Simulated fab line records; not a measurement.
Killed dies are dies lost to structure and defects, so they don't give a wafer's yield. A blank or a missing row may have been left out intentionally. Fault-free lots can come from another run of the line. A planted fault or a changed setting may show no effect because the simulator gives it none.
fab line records | flow nand-harc
record: lots: 6 wafers: 18 last-day: 34
route steps=1302 shown P_GATE@202 END@1302
lots that met no fault: from a run of the same line without faults
start-h: the number of hours between the record's first day and the start of the first shown wafer of the lot | wait-h: hours since the lot's step before | " as in the row above | L1.1+2: one row covering several wafers at once | - either no value or no given start | * or withheld: withheld | < > ~ a bound
route shown NAME@n: a module of which the file shows steps, and the number in the route of the first | usual: mean and standard deviation over wafers with no fault | same: alike in all rows | chamber/n: place in a boat | sites: readings site by site | _std_site: the values' standard deviation | _edge_site: outer sites' mean less inner sites' | radius-mm: for every site, how far away it sits from the centre of the wafer | mask NAME#n: copy n | behind: tool/chamber where the wafer was last shaped | hold: reason for holding the lot/hours on hold/outcome of the hold | device: names the non-switching transistor (n, p or np) | end of line: the route-end tests of the same wafers | a step with no rows: only its recipe | killed: the dies lost at the first sort to structure and to defects; this is not the yield of the wafer | map: per-die view of a wafer (x killed, . not killed, _ where there is no die)
set.NAME: the setting that was run; set.NAME@STEP: the one run at that earlier step | model.NAME: the simulator's own value behind a step, which no gauge read
a table for each step, a row for each wafer; lots at some steps of the route
services: a tool's chamber out of use, with start hour (start-h, from the record's first day; less than 0 if before it), hours out, and reason
== steps ==
step: NHARC_P_GATE_DESCUM_93
recipe: time-s: 3 o2-flow-sccm: 200 ar-flow-sccm: 0 bias-power-w: 0 chemistry: O2
usual: drypump-motor-current-A: 5.65/0.28 oes-product-au: 0.993/0.012 rf-vpp-V: 57.7/0.86 showerhead-plenum-p-Torr: 1.90/0.069 throttle-valve-pct: 11.311/0.0091
columns lot.wafer tool chamber start-h wait-h drypump-motor-current-A oes-product-au rf-hours-counter-h rf-vpp-V showerhead-plenum-p-Torr throttle-valve-pct
L783.3 rie-diel-05 1 120.83 - 5.31 0.978 2 59.6 1.98 11.308
L783.2 " 3 " " 5.62 0.992 2 59.2 1.93 11.302
L783.5 " 2 " " 5.73 0.985 - 56.9 1.92 11.316
L792.3 rie-diel-08 2 213.19 - 6.01 0.991 0 58.5 1.82 11.309
L792.4 " 3 " " 5.26 0.986 0 57.2 1.79 11.300
L792.1 " 0 " " 5.46 1.005 0 56.5 1.88 11.317
L793.2 rie-diel-05 0 219.64 - 5.89 0.992 8 56.6 1.94 11.301
L793.1 " 1 " " 5.29 0.991 8 59.2 1.98 11.303
L793.6 " 0 " " 5.89 0.985 - 57.9 1.94 11.295
L802.4 rie-diel-08 2 302.09 - 6.00 0.982 5 57.2 1.82 11.323
L802.3 " 3 " " 5.29 0.993 5 57.5 1.79 11.315
L802.6 " 0 " " 5.47 1.005 - 57.0 1.88 11.309
L803.2 rie-diel-01 0 320.08 - 5.71 0.981 6 57.7 1.85 11.308
L803.4 " 1 " " 5.42 0.989 6 59.0 1.92 11.318
L803.6 " 2 " " 5.44 0.989 - 59.1 2.00 11.325
L806.4 rie-diel-05 1 349.85 - 5.32 0.988 7 57.9 1.98 11.311
L806.1 " 2 " " 5.72 0.998 8 56.6 1.92 11.297
L806.3 " 3 " " 5.64 0.985 8 56.9 1.93 11.305
step: NHARC_P_GATE_IMPLANT_94
recipe: energy-kev: 60 dose-cm2: 2e+15 tilt-deg: 7
step: NHARC_P_GATE_STRIP_113
recipe: power-w: 1500 temp-c: 110 time-s: 740 chemistry: N2/H2
step: NHARC_P_GATE_STRIP_95
recipe: power-w: 1500 temp-c: 250 chemistry: O2
usual: drypump-motor-current-A: 6.03/0.13 heater-power-w: 328/32
columns lot.wafer tool chamber start-h wait-h drypump-motor-current-A heater-power-w rf-hours-counter-h
L783.2 plasma-asher-02 0 121.92 0.5 5.83 276 3
L783.3 " 1 " " 6.11 352 -
L783.5 " 1 " " 6.10 352 -
L792.1 plasma-asher-02 1 214.27 0.6 6.09 353 22
L792.4 " 1 " " 6.11 358 -
L792.3 " 0 " " 5.82 273 -
L793.1 plasma-asher-01 1 220.71 0.6 6.10 349 9
L793.2 " 0 " " 6.08 345 9
L793.6 " 1 " " 6.10 349 -
L802.3 plasma-asher-02 1 303.17 0.4 6.08 346 -
L802.4 " 0 " " 5.82 268 -
L802.6 " 1 " " 6.12 343 -
L803.2 plasma-asher-01 1 321.16 0.5 6.12 346 31
L803.4 " 1 " " 6.13 341 -
L803.6 " 0 " " 6.07 330 -
L806.1 plasma-asher-02 0 351.20 0.6 5.80 274 17
L806.4 " 0 " " 5.80 270 -
L806.3 " 1 " " 6.12 349 -
step: NHARC_P_GATE_STRIP_96
recipe: time-s: 900 temp-c: 130 chemistry: SPM
step: NHARC_P_GATE_RTA_64
recipe: temp-c: 1050 time-s: 1
usual: lamp-power-pct: 34.91/0.074 lamp_zone_4_pct: 34.90/0.07 wafer_temp_C_max: 1055.1/1.8
columns lot.wafer tool chamber start-h wait-h lamp-power-pct lamp_zone_4_pct wafer_temp_C_max
L783.2 rtp-anneal-02 0 122.50 - 34.97 34.98 1055.4
L783.3 " 0 " " 34.97 34.97 1055.7
L783.5 " 0 " " 34.99 34.96 1055.1
L792.1 rtp-anneal-02 0 214.83 - 34.96 34.91 1056.5
L792.3 " 0 " " 34.96 34.93 1055.4
L792.4 " 0 " " 35.01 34.99 1056.4
L793.1 rtp-anneal-01 0 221.27 - 34.87 34.83 1054.7
L793.2 " 0 " " 34.88 34.81 1053.7
L793.6 " 0 " " 34.92 34.91 1054.1
L802.3 rtp-anneal-01 0 303.77 - 34.79 34.82 1053.4
L802.4 " 0 " " 34.79 34.78 1053.8
L802.6 " 0 " " 34.83 34.79 1055.2
L803.2 rtp-anneal-02 0 321.74 - 35.00 35.00 1056.6
L803.4 " 0 " " 35.00 35.01 1055.8
L803.6 " 0 " " 34.99 34.96 1060.2
L806.1 rtp-anneal-01 0 351.83 - 34.85 34.88 1054.0
L806.3 " 0 " " 34.85 34.84 1053.7
L806.4 " 0 " " 34.87 34.93 1053.1
step: NHARC_P_GATE_ETCH_77
recipe: target-depth-a: 60 chemistry: dHF material: SiO2
step: NHARC_P_GATE_DEGAS_109
recipe: temp-c: 300 time-s: 60
usual: heater-power-w: 472/50
columns lot.wafer tool chamber start-h wait-h heater-power-w
L783.2 pvd-sputter-02 - 122.78 0.1 534
L783.3 " - " " 421
L783.5 " - " " 480
L792.3 pvd-sputter-03 - 215.14 0.1 515
L792.1 " - " " 479
L792.4 " - " " 481
L793.1 pvd-sputter-01 - 221.58 0.1 457
L793.2 " - " " 364
L793.6 " - " " 448
L802.4 pvd-sputter-01 - 304.02 0.1 497
L802.3 " - " " 371
L802.6 " - " " 380
L803.2 pvd-sputter-03 - 322.01 0.1 483
L803.4 " - " " 496
L803.6 " - " " 488
L806.3 pvd-sputter-02 - 352.14 0.1 512
L806.4 " - " " 566
L806.1 " - " " 437
step: NHARC_P_GATE_PRE_CLEAN_110
recipe: time-s: 30 bias-v: 200 gas: Ar
step: NHARC_P_GATE_SPUTTER_78
recipe: target-thk-a: 100 material: Ni
step: NHARC_P_GATE_SPUTTER_79
recipe: target-thk-a: 100 material: TiN
step: NHARC_P_GATE_RTA_80
recipe: temp-c: 300 time-s: 30
step: NHARC_P_GATE_STRIP_67
recipe: time-s: 600 temp-c: 130 chemistry: SPM
usual: run-length-s: 603.5/1.1
columns lot.wafer tool chamber start-h wait-h run-length-s
L783.3 wet-bench-09 3 123.27 0.1 602.0
L783.5 " 4 " " 603.3
L783.2 " 6 " " 604.4
L792.4 wet-bench-09 0 215.64 0.1 327.1
L792.1 " 1 " " 326.0
L792.3 " 2 " " 327.4
L793.6 wet-bench-09 7 222.08 0.0 326.0
L793.1 " 1 " " 325.8
L793.2 " 3 " " 325.7
L802.6 wet-bench-05 6 304.52 0.0 604.6
L802.4 " 1 " " 602.9
L802.3 " 2 " " 604.4
L803.4 wet-bench-09 2 322.53 0.1 604.2
L803.2 " 3 " " 603.1
L803.6 " 5 " " 602.8
L806.4 wet-bench-04 1 352.66 0.1 603.0
L806.3 " 2 " " 602.5
L806.1 " 3 " " 602.7
step: NHARC_P_GATE_RTA_82
recipe: temp-c: 450 time-s: 30
usual: lamp-power-pct: 4.088/0.007 lamp_zone_4_pct: 4.088/0.007 wafer_temp_C_max: 452.3/0.88
columns lot.wafer tool chamber start-h wait-h lamp-power-pct lamp_zone_4_pct wafer_temp_C_max
L783.2 rtp-anneal-02 0 123.56 - 4.091 4.093 452.3
L783.3 " 0 " " 4.090 4.093 454.1
L783.5 " 0 " " 4.091 4.091 452.8
L792.1 rtp-anneal-01 0 215.90 - 4.083 4.080 451.3
L792.3 " 0 " " 4.083 4.083 451.6
L792.4 " 0 " " 4.081 4.082 451.0
L793.1 rtp-anneal-02 0 222.33 - 4.089 4.097 452.9
L793.2 " 0 " " 4.090 4.095 453.2
L793.6 " 0 " " 4.098 4.087 454.0
L802.3 rtp-anneal-01 0 304.83 - 4.079 4.080 451.7
L802.4 " 0 " " 4.084 4.085 452.0
L802.6 " 0 " " 4.080 4.085 451.2
L803.2 rtp-anneal-01 0 322.80 - 4.079 4.082 451.2
L803.4 " 0 " " 4.077 4.083 451.7
L803.6 " 0 " " 4.084 4.083 451.4
L806.1 rtp-anneal-02 0 352.90 - 4.104 4.095 452.6
L806.3 " 0 " " 4.091 4.097 453.7
L806.4 " 0 " " 4.095 4.091 452.4
step: NHARC_END_SORT_01
recipe: temp-c: 25
usual: killed-at-array: 55/19 killed-at-other: 0.9/1.4 killed-at-periphery: 3.8/2.9 killed-dies: 60/19 killed-open: 3.3/1.8 killed-short: 2.6/1.6
same: gross-dies: 677
columns lot.wafer tool chamber start-h wait-h killed-at-array killed-at-other killed-at-periphery killed-dies killed-open killed-short
L793.1 prober-01 0 687.41 2.5 38 0 3 41 1 4
L793.2 prober-01 0 688.21 2.8 59 0 3 62 3 0
L793.6 prober-01 0 691.40 4.0 37 0 3 40 0 4
L802.3 prober-01 0 748.74 3.1 47 1 1 49 0 1
L802.4 prober-01 0 749.55 3.4 60 1 3 64 3 1
L802.6 prober-01 0 751.16 4.0 48 0 0 48 2 0
killed by level:class
L793.1 A_SLIT:chamber-film-flake=21 A_CHANNEL_HOLE_D1:chamber-film-flake=5 A_STAIRCASE:chamber-film-flake=4 A_DECK1_JOINT:chamber-film-flake=2 A_CHANNEL_HOLE_D2:chamber-film-flake=2 P_STI:geometric-particle:short=1 A_DECK1_JOINT:geometric-particle:short=1 A_CHANNEL_FILL_D2:geometric-particle:short=1
L793.2 A_SLIT:chamber-film-flake=37 A_CHANNEL_HOLE_D1:chamber-film-flake=11 A_STAIRCASE:chamber-film-flake=4 P_GATE:chamber-film-flake=3 A_ONON_D1:geometric-particle:open=2 A_M1:geometric-particle:open=1 A_CHANNEL_HOLE_D2:chamber-film-flake=1 A_CONTACT:chamber-film-flake=1
L793.6 A_SLIT:chamber-film-flake=23 A_CHANNEL_HOLE_D1:chamber-film-flake=5 A_CHANNEL_FILL_D1:geometric-particle:short=2 P_M1:chamber-film-flake=2 A_STAIRCASE:chamber-film-flake=2 A_ONON_D1:geometric-particle:short=1 A_DECK1_JOINT:geometric-particle:short=1 P_ZERO_WELL:chamber-film-flake=1
L802.3 A_CHANNEL_HOLE_D2:chamber-film-flake=20 A_CHANNEL_HOLE_D1:chamber-film-flake=10 A_STAIRCASE:chamber-film-flake=7 A_SLIT:chamber-film-flake=4 A_CONTACT:chamber-film-flake=4 A_WL_FILL:chamber-film-flake=2 P_CONTACT:geometric-particle:short=1 THIN_TSV:chamber-film-flake=1
L802.4 A_CHANNEL_HOLE_D2:chamber-film-flake=28 A_CHANNEL_HOLE_D1:chamber-film-flake=10 A_CONTACT:chamber-film-flake=7 A_STAIRCASE:chamber-film-flake=5 A_SLIT:chamber-film-flake=5 A_CHANNEL_FILL_D2:geometric-particle:open=2 P_M0:geometric-particle:open=1 A_SGD_CUT:geometric-particle:short=1
L802.6 A_CHANNEL_HOLE_D2:chamber-film-flake=18 A_CHANNEL_HOLE_D1:chamber-film-flake=9 A_CONTACT:chamber-film-flake=7 A_SLIT:chamber-film-flake=6 A_STAIRCASE:chamber-film-flake=4 A_CHANNEL_FILL_D1:geometric-particle:open=1 A_BLC:geometric-particle:open=1 A_ZERO_WELL:chamber-film-flake=1
== services ==
columns tool chamber start-h hours kind
pvd-sputter-02 - 104.00 10.0 pm
rie-diel-05 0 124.24 5.2 repair
pvd-sputter-01 - 132.29 1.2 repair
pvd-sputter-03 - 141.66 11.8 repair
rie-diel-05 2 157.39 2.0 repair
plasma-asher-01 - 165.00 9.0 pm
pvd-sputter-01 - 166.44 7.9 repair
pvd-sputter-03 - 170.00 10.0 pm
wet-bench-09 - 176.80 8.0 pm
rie-diel-08 0 179.01 24.6 repair
rie-diel-08 1 181.42 3.5 repair
rie-diel-08 - 184.41 1.0 repair
rie-diel-08 - 190.80 9.0 pm
pvd-sputter-02 - 195.39 2.0 repair
pvd-sputter-02 - 217.84 1.8 repair
pvd-sputter-02 - 220.78 1.4 repair
pvd-sputter-01 - 226.04 10.0 pm
rie-diel-05 - 229.60 9.0 pm
rie-diel-05 1 242.36 7.3 repair
rie-diel-05 - 250.50 0.3 repair
plasma-asher-02 - 270.84 9.0 pm
plasma-asher-02 - 289.20 6.4 repair
plasma-asher-02 - 317.74 1.0 repair
wet-bench-09 - 352.80 8.0 pm
== key ==
first-sign: step: NHARC_P_GATE_STRIP_67 reading: run-length-s direction: down sigmas: 99+ usual: * struck: *
effect none on later readings
met-at NHARC_P_GATE_STRIP_67
struck-wafers L792.1,L792.3,L792.4,L793.1,L793.2,L793.6
tester-left-out L792,L793
onset-between 123.27 215.64
fault: kind: process-parameter-drift tool: wet-bench-09 chamber: - onset-h: 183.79 steps: NHARC_P_GATE_STRIP_67 channel: time-s offset: * shape: step end-h: 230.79 acts-in: * stated: *
tester-left-out: of these lots the tester's yield and bins aren't shown, on N5 and GAA mostly nor the transistor test; their killed dies are dies lost to structure and defects alone, not to doping, threshold or leakage, so they don't give the yield
